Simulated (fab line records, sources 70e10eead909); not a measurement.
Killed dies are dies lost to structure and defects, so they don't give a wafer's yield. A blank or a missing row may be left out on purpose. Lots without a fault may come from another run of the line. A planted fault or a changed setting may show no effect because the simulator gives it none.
fab line records | flow nand_harc
record lots=6 wafers=18 last_day=32
route steps=1302 shown P_M0@280 P_M1@285 END@1302
lots that met no fault: from a run of the same line without faults
start_h: hours from the record's first day to the start of the lot's first wafer shown | wait_h: hours since the lot's step before | " the same as in the row above | L1.1+2: a row that stands for several wafers | - no value, or no start given | * or withheld: withheld | < > ~ a bound
route shown NAME@n: a module of which the file shows steps, and the number in the route of the first | usual: mean/standard deviation of fault-free wafers | same: alike in all rows | chamber/n: place in a boat | sites: the reading at each site | _std_site: their standard deviation | _edge_site: outer sites' mean less inner sites' | radius_mm: how far each site lies from the wafer's centre | mask NAME#n: copy n | behind: the tool/chamber that last shaped the wafer | hold: why the lot was held/for how many hours/how that ended | device: the transistor (n, p or np) that didn't switch | end of line: the same wafers' tests at the end of the route | a step without rows: its recipe alone | killed: dies lost to structure and defects at the first sort, not the wafer's yield | map: a wafer's dies, x killed, . not, _ none there
set.NAME: the setting as run; set.NAME@STEP: as run at that earlier step | model.NAME: the simulator's own value behind a step, which no gauge read
lots at some steps of the route; a table a step, a row a wafer
services: from which hour (start_h, from the record's first day; less than 0 if before it) a tool's chamber was out of use, for how many hours, and why
## steps
# step NHARC_P_M0_SRD_25
# step NHARC_P_M0_INSPECT_27
# usual raw_defect_count=326/180
# columns lot.wafer tool chamber start_h wait_h raw_defect_count
L886.3 defect_inspect-02 - 128.05 0.0 206
L886.4 " - " " 225
L886.5 " - " " 302
L885.3 defect_inspect-01 - 128.86 0.0 157
L885.4 " - " " 190
L885.6 " - " " 403
L892.1 defect_inspect-02 - 190.91 0.0 568
L892.5 " - " " 837
L892.6 " - " " 326
L895.1 defect_inspect-02 - 224.97 0.0 221
L895.2 " - " " 246
L895.3 " - " " 198
L898.2 defect_inspect-02 - 253.00 0.0 268
L898.3 " - " " 283
L898.5 " - " " 188
L908.1 defect_inspect-01 - 351.78 0.0 237
L908.5 " - " " 296
L908.6 " - " " 483
# step NHARC_P_M0_PRE_CLEAN_31
# recipe time_s=12 temp_c=370 rf_power_w=300 gas=NH3
# usual heater_power_outer_w=357/49 heater_power_w=640/68 rf_fwd_power_W=292.6/0.89
# columns lot.wafer tool chamber start_h wait_h heater_power_outer_w heater_power_w rf_fwd_power_W
L886.3 pecvd-03 0 128.14 0.1 343 623 293.2
L886.5 " 2 " " 323 584 292.0
L886.4 " 0 " " 349 602 292.6
L885.3 pecvd-02 2 128.95 0.1 295 552 293.1
L885.4 " 0 " " 322 605 291.7
L885.6 " 2 " " 303 568 292.5
L892.1 pecvd-04 2 190.98 0.1 278 567 292.7
L892.6 " 2 " " 289 570 292.7
L892.5 " 0 " " 450 766 292.5
L895.2 pecvd-03 1 225.09 0.1 423 714 291.9
L895.1 " 2 " " 353 621 292.5
L895.3 " 0 " " 326 587 293.4
L898.2 pecvd-02 0 253.08 0.1 348 675 292.0
L898.3 " 1 " " 362 642 292.0
L898.5 " 2 " " 276 531 293.9
L908.1 pecvd-04 1 351.87 0.1 347 639 292.6
L908.6 " 2 " " 275 513 291.0
L908.5 " 1 " " 345 636 291.6
# step NHARC_P_M0_DEP_32
# recipe target_thk_a=300 temp_c=370 target_thk_nm=30 pressure_torr=3 flow_sccm=200 rf_w=450 material=SiCN
# usual chamber_pressure_Torr=3.000/0.0072 heater_power_outer_w=320/50 heater_power_w=591/70 rf_fwd_power_W=448.8/1.4
# columns lot.wafer tool chamber start_h wait_h chamber_pressure_Torr heater_power_outer_w heater_power_w rf_fwd_power_W
L886.3 pecvd-03 0 128.28 0.1 3.006 251 473 449.9
L886.5 " 2 " " 2.994 356 611 448.1
L886.4 " 0 " " 3.014 250 465 450.8
L885.3 pecvd-02 2 129.09 0.1 2.995 247 475 446.8
L885.4 " 0 " " 3.002 310 598 449.6
L885.6 " 2 " " 3.001 240 488 447.6
L892.1 pecvd-04 2 191.06 0.1 3.006 288 559 446.7
L892.6 " 2 " " 3.007 290 556 447.5
L892.5 " 0 " " 3.001 359 655 446.8
L895.2 pecvd-03 1 225.17 0.1 2.995 392 686 449.4
L895.1 " 2 " " 2.999 320 554 449.2
L895.3 " 0 " " 3.010 315 579 449.5
L898.2 pecvd-02 0 253.19 0.1 2.991 341 655 447.5
L898.3 " 1 " " 3.008 310 566 450.4
L898.5 " 2 " " 2.996 239 497 449.9
L908.1 pecvd-04 1 352.01 0.1 2.991 322 591 447.5
L908.6 " 2 " " 2.993 265 525 448.7
L908.5 " 1 " " 3.000 322 599 449.8
# step NHARC_P_M1_DEP_00
# recipe target_thk_a=1825 target_thk_nm=182.5 temp_c=withheld pressure_torr=5 flow_sccm=200 rf_w=600 material=SiOC
# step NHARC_P_M1_DEHYDRATE_01
# recipe temp_c=150 time_s=120
# step NHARC_P_M1_HMDS_02
# recipe time_s=30
# step NHARC_P_M1_COAT_34
# recipe temp_c=200 time_s=65
# step NHARC_P_M1_COAT_03
# recipe spin_rpm=1500 resist_thk_nm=90
# step NHARC_P_M1_SOFTBAKE_04
# recipe temp_c=105 time_s=55
# step NHARC_P_M1_EBR_05
# step NHARC_P_M1_EXPOSE_06
# recipe na=1.35 target_cd_nm=130 dose_mj=81.88 mask_id=P_M1
# usual exposure_dose_mJ_cm2=81.77/0.089
# columns lot.wafer tool chamber start_h wait_h mask exposure_dose_mJ_cm2
L886.3 arfi_scanner-01 0 129.32 - P_M1#0 81.79
L886.4 " 0 " " P_M1#0 81.68
L886.5 " 0 " " P_M1#0 81.73
L885.3 arfi_scanner-02 0 130.13 - P_M1#0 81.67
L885.4 " 0 " " P_M1#0 81.83
L885.6 " 0 " " P_M1#0 81.83
L892.1 arfi_scanner-01 0 192.16 - P_M1#0 70.50
L892.5 " 0 " " P_M1#0 70.46
L892.6 " 0 " " P_M1#0 70.53
L895.1 arfi_scanner-01 0 226.28 - P_M1#0 72.65
L895.2 " 0 " " P_M1#0 72.46
L895.3 " 0 " " P_M1#0 72.59
L898.2 arfi_scanner-03 0 254.26 - P_M1#0 81.89
L898.3 " 0 " " P_M1#0 81.60
L898.5 " 0 " " P_M1#0 81.71
L908.1 arfi_scanner-03 0 353.04 - P_M1#0 81.77
L908.5 " 0 " " P_M1#0 81.80
L908.6 " 0 " " P_M1#0 81.78
# step NHARC_P_M1_PEB_07
# recipe peb_temp_c=100 peb_time_s=65
# step NHARC_P_M1_DEVELOP_08
# recipe develop_time_s=35 dev_temp_c=23
# step NHARC_P_M1_CD_MEAS_09
# recipe target_cd_nm=130 landing_energy_ev=500
# usual cd_nm=130.3/0.76
# columns lot.wafer tool chamber start_h wait_h hold cd_nm
L886.3 cd_sem-01 0 129.45 - - 130.7
L886.4 " 0 " " - 130.5
L886.5 " 0 " " - 130.7
L885.3 cd_sem-01 0 130.26 - - 130.4
L885.4 " 0 " " - 130.4
L885.6 " 0 " " - 129.9
L892.1 cd_sem-03 0 192.30 - await_dispo/0.2h/release 120.6
L892.5 " 0 " " await_dispo/0.2h/release 122.9
L892.6 " 0 " " await_dispo/0.2h/release 121.4
L892.1 cd_sem-03 0 - - - 120.9
L892.5 " 0 " " - 123.1
L892.6 " 0 " " - 121.4
L895.1 cd_sem-03 0 226.42 - await_dispo/0.2h/release 123.1
L895.2 " 0 " " await_dispo/0.2h/release 121.9
L895.3 " 0 " " await_dispo/0.2h/release 124.1
L895.1 cd_sem-03 0 - - - 123.0
L895.2 " 0 " " - 121.8
L895.3 " 0 " " - 124.8
L898.2 cd_sem-02 0 254.40 - - 129.6
L898.3 " 0 " " - 129.9
L898.5 " 0 " " - 130.8
L908.1 cd_sem-03 0 353.18 - - 129.8
L908.5 " 0 " " - 130.5
L908.6 " 0 " " - 130.3
# step NHARC_P_M1_OVL_MEAS_10
# recipe pitch_nm=260
# usual overlay_x_nm=0.2/0.82 overlay_y_nm=-0.1/0.7
# columns lot.wafer tool chamber start_h wait_h hold overlay_x_nm overlay_y_nm
L886.3 overlay-01 - 129.53 - - 0.2 -0.5
L886.4 " - " " - 0.5 -0.3
L886.5 " - " " - 0.1 -0.3
L885.3 overlay-02 - 130.35 - - 0.0 -0.2
L885.4 " - " " - -0.5 -0.4
L885.6 " - " " - -0.3 -0.5
L892.1 overlay-02 - 197.23 - await_dispo/4.7h/release -0.2 -0.6
L892.5 " - " " await_dispo/4.7h/release -0.7 -0.1
L892.6 " - " " await_dispo/4.7h/release -0.6 -0.5
L895.1 overlay-01 - 228.16 - await_dispo/1.5h/release 0.7 -1.6
L895.2 " - " " await_dispo/1.5h/release -0.1 -1.7
L895.3 " - " " await_dispo/1.5h/release 0.7 -1.8
L898.2 overlay-01 - 254.49 - - 1.0 -0.5
L898.3 " - " " - 0.7 -0.7
L898.5 " - " " - 0.8 -0.9
L908.1 overlay-01 - 353.27 - - 0.7 0.1
L908.5 " - " " - 0.6 -0.2
L908.6 " - " " - 0.6 -0.3
# step NHARC_P_M1_INSPECT_11
# usual raw_defect_count=4.6/2.5
# columns lot.wafer tool chamber start_h wait_h raw_defect_count
L886.3 defect_inspect-01 - 129.57 0.0 7
L886.4 " - " " 2
L886.5 " - " " 7
L885.3 defect_inspect-02 - 130.39 0.0 2
L885.4 " - " " 2
L885.6 " - " " 1
L892.1 defect_inspect-01 - 197.27 0.0 4
L892.5 " - " " 4
L892.6 " - " " 2
L895.1 defect_inspect-01 - 228.19 0.0 2
L895.2 " - " " 6
L895.3 " - " " 5
L898.2 defect_inspect-01 - 254.52 0.0 2
L898.3 " - " " 3
L898.5 " - " " 3
L908.1 defect_inspect-01 - 353.30 0.0 5
L908.5 " - " " 3
L908.6 " - " " 4
# step NHARC_P_M1_DESCUM_14
# recipe time_s=3 o2_flow_sccm=200 ar_flow_sccm=0 bias_power_w=0 chemistry=O2
# usual drypump_motor_current_A=5.8/0.45 oes_product_au=1.004/0.014 rf_vpp_V=57.6/0.83 showerhead_plenum_p_Torr=1.87/0.063 throttle_valve_pct=11.311/0.0083
# columns lot.wafer tool chamber start_h wait_h drypump_motor_current_A oes_product_au rf_hours_counter_h rf_vpp_V showerhead_plenum_p_Torr throttle_valve_pct model.P_M1.cd_nm
L886.3 rie_diel-01 0 129.65 0.1 6.1 1.008 9 56.6 1.88 11.322 130.4
L886.4 " 1 " " 6.6 0.988 9 58.0 1.94 11.318 130.4
L886.5 " 3 " " 5.6 0.989 - 58.1 1.95 11.305 131.6
L885.3 rie_diel-01 2 130.45 0.1 6.2 0.992 10 56.7 1.87 11.296 130.8
L885.4 " 3 " " 5.6 1.002 9 58.5 1.96 11.308 131.9
L885.6 " 1 " " 6.6 0.995 - 58.8 1.94 11.312 129.6
L892.1 rie_diel-01 0 197.35 0.1 6.1 1.016 15 57.4 1.88 11.299 120.6
L892.6 " 2 " " 6.2 0.995 - 58.3 1.87 11.293 121.6
L892.5 " 3 " " 5.6 1.015 - 57.9 1.95 11.306 124.8
L895.2 rie_diel-12 0 228.26 0.1 5.3 1.023 8 58.3 1.79 11.309 121.4
L895.1 " 1 " " 5.3 0.993 9 58.1 1.85 11.306 122.2
L895.3 " 3 " " 5.5 1.011 8 57.1 1.82 11.319 124.3
L898.2 rie_diel-12 3 254.59 0.1 5.5 1.020 10 58.1 1.82 11.308 130.4
L898.3 " 1 " " 5.4 1.020 10 58.5 1.85 11.303 129.7
L898.5 " 2 " " 5.4 1.017 - 58.9 1.90 11.311 130.8
L908.1 rie_diel-01 3 353.36 0.1 5.6 0.996 12 58.1 1.95 11.304 131.4
L908.5 " 3 " " 5.6 0.990 - 58.4 1.95 11.309 132.1
L908.6 " 0 " " 6.1 1.011 - 57.7 1.87 11.312 130
# step NHARC_P_M1_ETCH_35
# recipe target_depth_a=400 overetch_a=120 time_s=43.94 ion_energy_ev=200 n2_flow_sccm=150 h2_flow_sccm=150 ar_flow_sccm=0 rf_w=400 bias_w=150 chemistry=N2/H2
# usual drypump_motor_current_A=5.8/0.44 oes_product_au=1.004/0.013 rf_fwd_power_W=394.0/2 rf_vpp_V=429.5/2 showerhead_plenum_p_Torr=2.00/0.067 throttle_valve_pct=14.171/0.0091
# columns lot.wafer tool chamber start_h wait_h drypump_motor_current_A oes_product_au rf_fwd_power_W rf_hours_counter_h rf_vpp_V showerhead_plenum_p_Torr throttle_valve_pct
L886.3 rie_diel-01 2 129.72 0.1 6.2 1.002 396.5 10 427.4 1.99 14.187
L886.4 " 3 " " 5.6 0.989 393.6 9 430.9 2.09 14.188
L886.5 " 2 " " 6.2 0.993 395.2 - 429.2 1.99 14.162
L885.3 rie_diel-01 0 130.54 0.1 6.1 1.023 395.4 9 429.4 2.00 14.178
L885.4 " 1 " " 6.7 0.998 396.8 9 431.9 2.07 14.180
L885.6 " 3 " " 5.6 0.990 390.9 - 432.0 2.09 14.170
L892.1 rie_diel-01 1 197.43 0.1 6.6 1.004 397.8 16 430.5 2.07 14.167
L892.6 " 2 " " 6.2 1.009 394.7 - 429.8 1.99 14.174
L892.5 " 3 " " 5.6 1.013 394.5 - 432.0 2.08 14.170
L895.1 rie_diel-12 2 228.34 0.1 5.3 0.999 394.3 8 430.8 2.02 14.168
L895.2 " 0 " " 5.3 1.012 393.7 8 427.1 1.90 14.167
L895.3 " 1 " " 5.3 1.014 391.9 9 428.9 1.97 14.154
L898.2 rie_diel-12 3 254.68 0.1 5.5 1.007 393.2 10 427.3 1.93 14.174
L898.3 " 0 " " 5.3 1.019 394.5 11 426.8 1.90 14.167
L898.5 " 2 " " 5.4 1.012 394.3 - 429.3 2.02 14.164
L908.1 rie_diel-01 0 353.46 0.1 6.1 1.025 393.8 12 430.3 1.99 14.180
L908.6 " 2 " " 6.2 0.996 396.5 - 428.8 1.99 14.172
L908.5 " 3 " " 5.6 0.993 393.3 - 430.8 2.08 14.170
# step NHARC_P_M1_ETCH_15
# recipe target_depth_a=1825 time_s=91.2 c4f8_flow_sccm=withheld ar_flow_sccm=400 rf_w=600 bias_w=300 chemistry=C4F8/Ar
# usual oes_product_au=0.958/0.024 rf_fwd_power_W=594.3/2.4 rf_vpp_V=439.8/2.1
# columns lot.wafer tool chamber start_h wait_h oes_product_au rf_fwd_power_W rf_hours_counter_h rf_vpp_V
L886.4 rie_diel-01 1 - - 0.965 595.7 9 443.5
L886.3 " 3 " " 0.960 595.7 9 442.3
L886.5 " 1 " " 0.981 594.6 - 441.1
L885.3 rie_diel-01 3 - - 0.927 593.3 9 443.0
L885.4 " 0 " " 0.937 589.8 9 438.7
L885.6 " 2 " " 0.935 594.6 - 440.3
L892.1 rie_diel-01 1 - - 0.974 599.1 16 441.3
L892.6 " 3 " " 0.952 592.3 - 441.7
L892.5 " 0 " " 0.984 591.0 - 440.7
L895.2 rie_diel-12 1 - - 0.929 592.2 9 438.1
L895.3 " 2 " " 0.934 592.8 8 439.7
L895.1 " 3 " " 0.935 592.3 8 438.0
L898.2 rie_diel-12 0 - - 0.977 592.3 11 438.3
L898.3 " 2 " " 0.953 593.9 10 440.5
L898.5 " 1 " " 0.957 590.4 - 439.9
L908.1 rie_diel-01 1 - - 0.921 599.0 13 442.5
L908.5 " 1 " " 0.926 597.1 - 441.7
L908.6 " 2 " " 0.911 595.5 - 439.4
# step NHARC_P_M1_CD_MEAS_16
# usual cd_nm=130.6/1.1
# columns lot.wafer tool chamber start_h wait_h hold cd_nm
L886.3 cd_sem-01 - 129.94 - - 130.2
L886.4 " - " " - 129.7
L886.5 " - " " - 131.2
L885.3 cd_sem-03 - 130.76 - - 131.1
L885.4 " - " " - 132.6
L885.6 " - " " - 129.3
L892.1 cd_sem-03 - 197.64 - await_dispo/0.2h/release 120.9
L892.5 " - " " await_dispo/0.2h/release 125.2
L892.6 " - " " await_dispo/0.2h/release 121.3
L892.1 cd_sem-03 - 197.82 0.2 - 121.0
L892.5 " - " " - 124.9
L892.6 " - " " - 122.1
L895.1 cd_sem-03 - 228.56 - await_dispo/0.2h/release 121.9
L895.2 " - " " await_dispo/0.2h/release 121.1
L895.3 " - " " await_dispo/0.2h/release 124.4
L895.1 cd_sem-03 - 228.77 0.2 - 121.6
L895.2 " - " " - 121.0
L895.3 " - " " - 124.9
L898.2 cd_sem-02 - 254.89 - - 130.4
L898.3 " - " " - 129.6
L898.5 " - " " - 130.5
L908.1 cd_sem-02 - 353.67 - - 131.9
L908.5 " - " " - 132.3
L908.6 " - " " - 129.6
# step NHARC_P_M1_STRIP_18
# recipe power_w=1000 n2_flow_sccm=150 h2_flow_sccm=150 ar_flow_sccm=0 bias_w=0 chemistry=N2/H2
# usual drypump_motor_current_A=5.9/0.45 oes_product_au=1.002/0.014 rf_fwd_power_W=997/3.3 rf_vpp_V=90.4/0.94 showerhead_plenum_p_Torr=2.00/0.067 throttle_valve_pct=14.171/0.0098
# columns lot.wafer tool chamber start_h wait_h hold drypump_motor_current_A oes_product_au rf_fwd_power_W rf_hours_counter_h rf_vpp_V showerhead_plenum_p_Torr throttle_valve_pct
L886.3 rie_diel-12 1 130.06 0.1 - 5.4 0.999 1002 2 91.0 1.97 14.185
L886.4 " 2 " " - 5.4 0.999 996 2 91.5 2.02 14.179
L886.5 " 0 " " - 5.4 1.026 997 - 89.3 1.90 14.189
L885.4 rie_diel-12 0 130.82 0.1 - 5.4 1.022 992 2 89.5 1.90 14.154
L885.3 " 2 " " - 5.4 1.002 1003 2 90.9 2.02 14.164
L885.6 " 0 " " - 5.3 1.020 999 - 88.9 1.90 14.170
L892.1 rie_diel-02 2 199.25 1.4 await_dispo/0.8h/release 6.4 1.015 1001 45 88.7 1.88 14.169
L892.6 " 1 " " await_dispo/0.8h/release 5.8 0.998 999 - 91.3 2.12 14.189
L892.5 " 2 " " await_dispo/0.8h/release 6.5 1.012 1000 - 90.1 1.88 14.171
L895.2 rie_diel-01 3 230.61 1.8 await_dispo/1.8h/release 5.6 0.991 999 1 92.1 2.08 14.181
L895.3 " 1 " " await_dispo/1.8h/release 6.6 0.997 1001 1 90.1 2.07 14.154
L895.1 " 2 " " await_dispo/1.8h/release 6.2 0.982 997 0 89.3 1.99 14.172
L898.2 rie_diel-01 3 254.99 0.1 - 5.6 1.001 995 4 89.8 2.08 14.167
L898.3 " 1 " " - 6.6 0.989 993 4 89.8 2.06 14.161
L898.5 " 3 " " - 5.6 1.002 992 - 90.9 2.08 14.171
L908.1 rie_diel-12 3 353.77 0.1 - 5.5 1.038 997 5 92.8 1.93 14.170
L908.6 " 2 " " - 5.3 0.992 996 - 91.3 2.02 14.177
L908.5 " 3 " " - 5.5 1.036 998 - 91.0 1.93 14.182
# step NHARC_P_M1_ETCH_28
# recipe target_depth_a=300 over_etch_frac=0.3 time_s=72.99 ion_energy_ev=150 cf4_flow_sccm=50 n2_flow_sccm=100 ar_flow_sccm=150 rf_w=300 bias_w=100 chemistry=CF4/N2
# usual drypump_motor_current_A=5.9/0.45 oes_product_au=1.001/0.014 rf_fwd_power_W=297.0/1.5 rf_vpp_V=313.1/1.7 showerhead_plenum_p_Torr=2.57/0.08 throttle_valve_pct=19.794/0.0088
# columns lot.wafer tool chamber start_h wait_h drypump_motor_current_A oes_product_au rf_fwd_power_W rf_hours_counter_h rf_vpp_V showerhead_plenum_p_Torr throttle_valve_pct model.P_M1.cd_nm
L886.3 rie_diel-12 3 - - 5.5 0.999 297.4 2 310.7 2.50 19.785 129.4
L886.4 " 0 " " 5.4 1.024 296.3 2 312.4 2.46 19.796 129
L886.5 " 3 " " 5.5 0.988 296.0 - 312.0 2.50 19.789 130.8
L885.4 rie_diel-12 0 - - 5.4 1.014 296.4 2 310.8 2.46 19.786 132.6
L885.3 " 3 " " 5.5 0.993 294.7 2 311.4 2.50 19.790 129.8
L885.6 " 1 " " 5.4 0.999 293.7 - 312.0 2.54 19.774 128.6
L892.1 rie_diel-02 2 - - 6.4 1.009 297.8 45 310.6 2.44 19.806 121.8
L892.6 " 2 " " 6.4 1.003 298.3 - 311.0 2.44 19.789 122.5
L892.5 " 3 " " 5.5 0.989 298.8 - 313.2 2.56 19.797 125.7
L895.3 rie_diel-01 1 - - 6.6 1.005 297.7 1 314.3 2.66 19.805 124.7
L895.1 " 2 " " 6.2 0.988 297.1 0 314.5 2.57 19.816 122.7
L895.2 " 0 " " 6.1 1.001 294.1 1 313.5 2.58 19.790 120.5
L898.3 rie_diel-01 0 - - 6.1 1.012 294.1 4 312.7 2.58 19.792 129.6
L898.2 " 3 " " 5.6 0.988 297.7 4 314.0 2.68 19.795 130.4
L898.5 " 0 " " 6.1 1.001 295.2 - 312.3 2.58 19.797 130.6
L908.1 rie_diel-12 1 - - 5.4 1.008 297.5 5 311.7 2.54 19.786 131.1
L908.5 " 3 " " 5.5 1.039 295.3 - 311.7 2.50 19.791 132
L908.6 " 0 " " 5.4 1.014 296.0 - 310.8 2.46 19.807 130.6
# step NHARC_P_M1_STRIP_19
# recipe time_s=600 temp_c=30 chemistry=post_etch_residue_remover
# step NHARC_END_SORT_01
# recipe temp_c=25
# usual defect_limited_yield=90/3.8 killed_at_array=61/26 killed_at_other=0.8/1.1 killed_at_periphery=4.0/2.6 killed_dies=66/26 killed_open=3.1/1.7 killed_short=2.5/1.5
# same gross_dies=677
# columns lot.wafer tool chamber start_h wait_h defect_limited_yield[%] killed_at_array killed_at_other killed_at_periphery killed_dies killed_open killed_short
L886.3 prober-01 0 569.27 3.1 89 66 1 6 73 4 3
L886.4 prober-01 0 570.07 3.4 91 60 2 2 64 4 1
L886.5 prober-01 0 570.87 3.7 90 59 3 5 67 3 2
L885.3 prober-02 0 569.31 3.1 88 79 1 3 83 1 5
L885.4 prober-02 0 570.11 3.4 91 57 0 3 60 3 2
L885.6 prober-02 0 571.70 4.0 92 55 0 2 57 3 2
L892.1 prober-01 0 626.17 2.5 84 103 1 5 109 4 3
L892.5 prober-01 0 629.36 3.7 84 98 0 10 108 2 6
L892.6 prober-01 0 630.16 4.0 85 97 0 5 102 3 1
L895.1 prober-01 0 665.48 2.5 92 48 1 3 52 1 3
L895.2 prober-01 0 666.28 2.8 93 46 0 2 48 1 1
L895.3 prober-01 0 667.09 3.1 92 47 0 5 52 4 3
L898.2 prober-01 0 690.74 2.8 93 48 0 2 50 4 2
L898.3 prober-01 0 691.54 3.1 94 35 1 3 39 3 2
L898.5 prober-01 0 693.16 3.7 93 44 3 1 48 2 0
# killed by level:class
L886.3 A_CHANNEL_HOLE_D2:chamber_film_flake=27 A_CHANNEL_HOLE_D1:chamber_film_flake=24 A_CONTACT:chamber_film_flake=5 A_STAIRCASE:chamber_film_flake=3 P_STI:chamber_film_flake=2 P_CONTACT:chamber_film_flake=2 A_CONTACT:unspecified=2 P_CONTACT:geometric_particle:short=1
L885.3 A_CHANNEL_HOLE_D2:chamber_film_flake=41 A_SLIT:chamber_film_flake=27 P_ZERO_WELL:chamber_film_flake=2 A_CONTACT:chamber_film_flake=2 P_CONTACT:geometric_particle:short=1 A_CHANNEL_FILL_D1:geometric_particle:short=1 A_DECK1_JOINT:geometric_particle:short=1 A_CHANNEL_FILL_D2:geometric_particle:short=1
L886.4 A_CHANNEL_HOLE_D2:chamber_film_flake=23 A_CHANNEL_HOLE_D1:chamber_film_flake=21 A_CONTACT:chamber_film_flake=8 A_STAIRCASE:chamber_film_flake=2 A_CONTACT:unspecified=2 THIN_TSV:chamber_film_flake=2 P_GATE:geometric_particle:open=1 A_CHANNEL_HOLE_D1:geometric_particle:open=1
L885.4 A_CHANNEL_HOLE_D2:chamber_film_flake=25 A_SLIT:chamber_film_flake=19 A_M0:geometric_particle:open=2 A_DECK1_JOINT:chamber_film_flake=2 A_STAIRCASE:chamber_film_flake=2 A_WL_FILL:chamber_film_flake=2 P_M0:geometric_particle:short=1 A_STAIRCASE:geometric_particle:open=1
L886.5 A_CHANNEL_HOLE_D2:chamber_film_flake=29 A_CHANNEL_HOLE_D1:chamber_film_flake=19 P_CONTACT:chamber_film_flake=4 A_STAIRCASE:chamber_film_flake=4 A_CONTACT:chamber_film_flake=2 THIN_TSV:chamber_film_flake=2 A_ONON_D2:geometric_particle:open=1 A_WL_FILL:geometric_particle:short=1
L885.6 A_CHANNEL_HOLE_D2:chamber_film_flake=27 A_SLIT:chamber_film_flake=14 A_CONTACT:chamber_film_flake=3 A_CHANNEL_HOLE_D1:chamber_film_flake=2 A_STAIRCASE:chamber_film_flake=2 P_M0:geometric_particle:open=1 P_M0:geometric_particle:short=1 A_CHANNEL_FILL_D2:geometric_particle:open=1
L892.1 A_CHANNEL_HOLE_D2:chamber_film_flake=33 A_SLIT:chamber_film_flake=28 A_CHANNEL_HOLE_D1:chamber_film_flake=24 A_CONTACT:chamber_film_flake=7 P_CONTACT:chamber_film_flake=2 P_BONDPAD:chamber_film_flake=2 A_BLC:chamber_film_flake=2 P_M1:geometric_particle:open=1
L892.5 A_SLIT:chamber_film_flake=35 A_CHANNEL_HOLE_D2:chamber_film_flake=23 A_CHANNEL_HOLE_D1:chamber_film_flake=22 P_BONDPAD:chamber_film_flake=7 A_CONTACT:chamber_film_flake=6 A_STAIRCASE:chamber_film_flake=2 P_CONTACT:geometric_particle:short=1 A_SOURCE_PLATE:geometric_particle:open=1
L892.6 A_SLIT:chamber_film_flake=32 A_CHANNEL_HOLE_D1:chamber_film_flake=30 A_CHANNEL_HOLE_D2:chamber_film_flake=22 A_CONTACT:chamber_film_flake=5 A_WL_FILL:chamber_film_flake=4 P_BONDPAD:chamber_film_flake=3 A_CHANNEL_FILL_D1:geometric_particle:open=1 A_ONON_D2:geometric_particle:open=1
L895.1 A_SLIT:chamber_film_flake=32 A_CHANNEL_HOLE_D1:chamber_film_flake=7 A_STAIRCASE:chamber_film_flake=2 A_WL_FILL:chamber_film_flake=2 A_CONTACT:chamber_film_flake=2 P_M0:geometric_particle:open=1 A_CHANNEL_FILL_D1:geometric_particle:short=1 A_CHANNEL_FILL_D2:geometric_particle:short=1
L895.2 A_SLIT:chamber_film_flake=35 A_CHANNEL_HOLE_D1:chamber_film_flake=7 A_CONTACT:chamber_film_flake=2 A_ONON_D1:geometric_particle:short=1 A_M0:geometric_particle:open=1 P_STI:chamber_film_flake=1 P_GATE:chamber_film_flake=1
L895.3 A_SLIT:chamber_film_flake=27 A_CHANNEL_HOLE_D1:chamber_film_flake=7 A_CONTACT:chamber_film_flake=4 A_CHANNEL_FILL_D1:geometric_particle:open=2 P_GATE:chamber_film_flake=2 A_STAIRCASE:chamber_film_flake=2 P_M2:geometric_particle:open=1 A_ONON_D1:geometric_particle:short=1
L898.2 A_CHANNEL_HOLE_D1:chamber_film_flake=35 A_CHANNEL_FILL_D2:chamber_film_flake=2 A_SLIT:chamber_film_flake=2 P_GATE:geometric_particle:open=1 P_M0:geometric_particle:open=1 A_DECK1_JOINT:geometric_particle:short=1 A_WL_FILL:geometric_particle:short=1 A_CONTACT:geometric_particle:open=1
L898.3 A_CHANNEL_HOLE_D1:chamber_film_flake=30 A_BONDPAD:chamber_film_flake=2 P_M0:geometric_particle:open=1 P_M0:geometric_particle:short=1 A_CONTACT:geometric_particle:open=1 A_M0:geometric_particle:open=1 P_ZERO_WELL:chamber_film_flake=1 STARTING-WAFER:geometric_particle:short=1
L898.5 A_CHANNEL_HOLE_D1:chamber_film_flake=35 A_CONTACT:chamber_film_flake=3 A_STAIRCASE:chamber_film_flake=2 A_M0:geometric_particle:open=1 THIN_TSV:geometric_particle:open=1 P_M2:chamber_film_flake=1 A_DECK1_JOINT:chamber_film_flake=1 A_CHANNEL_FILL_D2:chamber_film_flake=1
## services
# columns tool chamber start_h hours kind
rie_diel-12 2 114.80 3.6 repair
arfi_scanner-01 - 122.01 0.9 repair
pecvd-04 - 122.86 0.8 repair
pecvd-03 - 123.93 1.8 repair
arfi_scanner-03 - 157.89 0.2 repair
pecvd-04 - 167.69 0.6 repair
pecvd-04 - 169.28 1.4 repair
rie_diel-02 1 177.08 2.9 repair
pecvd-03 - 185.30 13.0 pm
arfi_scanner-03 - 196.00 4.0 pm
rie_diel-01 - 201.32 1.2 repair
rie_diel-01 - 203.80 9.0 pm
arfi_scanner-03 - 215.87 3.9 repair
pecvd-02 - 227.19 13.0 pm
arfi_scanner-01 - 252.03 4.0 pm
pecvd-03 - 258.01 0.9 repair
rie_diel-12 - 268.40 9.0 pm
pecvd-04 - 269.39 13.0 pm
arfi_scanner-01 - 281.57 1.4 repair
rie_diel-01 2 285.33 4.1 repair
rie_diel-12 2 288.87 6.6 repair
pecvd-02 0 290.06 12.8 repair
pecvd-03 0 320.85 1.7 repair
arfi_scanner-01 - 338.34 0.3 repair
## key
first_sign step=NHARC_P_M1_EXPOSE_06 reading=exposure_dose_mJ_cm2 direction=down sigmas=99+ usual=81.77 struck=71.53
effect step=NHARC_P_M1_CD_MEAS_09 reading=visit direction=added through=control_loop
effect step=NHARC_P_M1_CD_MEAS_09 reading=cd_nm direction=down sigmas=11 usual=130.3 struck=122.3 through=control_loop
effect step=NHARC_P_M1_CD_MEAS_16 reading=visit direction=added through=control_loop
effect step=NHARC_P_M1_CD_MEAS_16 reading=cd_nm direction=down sigmas=7.3 usual=130.6 struck=122.5 through=control_loop
model_effect step=NHARC_P_M1_DESCUM_14 value=P_M1.cd_nm without=130.5 struck=122.5
model_effect step=NHARC_P_M1_ETCH_28 value=P_M1.cd_nm without=131 struck=123
met_at NHARC_P_M1_EXPOSE_06
struck_wafers L892.1,L892.5,L892.6,L895.1,L895.2,L895.3
loop_trim step=NHARC_P_M1_EXPOSE_06 setting=dose lots=L895
onset_between 129.32 192.16
fault kind=process_parameter_drift tool=arfi_scanner-01 chamber=- onset_h=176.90 steps=NHARC_P_M1_EXPOSE_06 channel=dose_mj offset=-11.403 shape=step acts_in=these_recipes_only stated=81.88
# loop_trim: a control loop set the setting to another value than it would have without faults
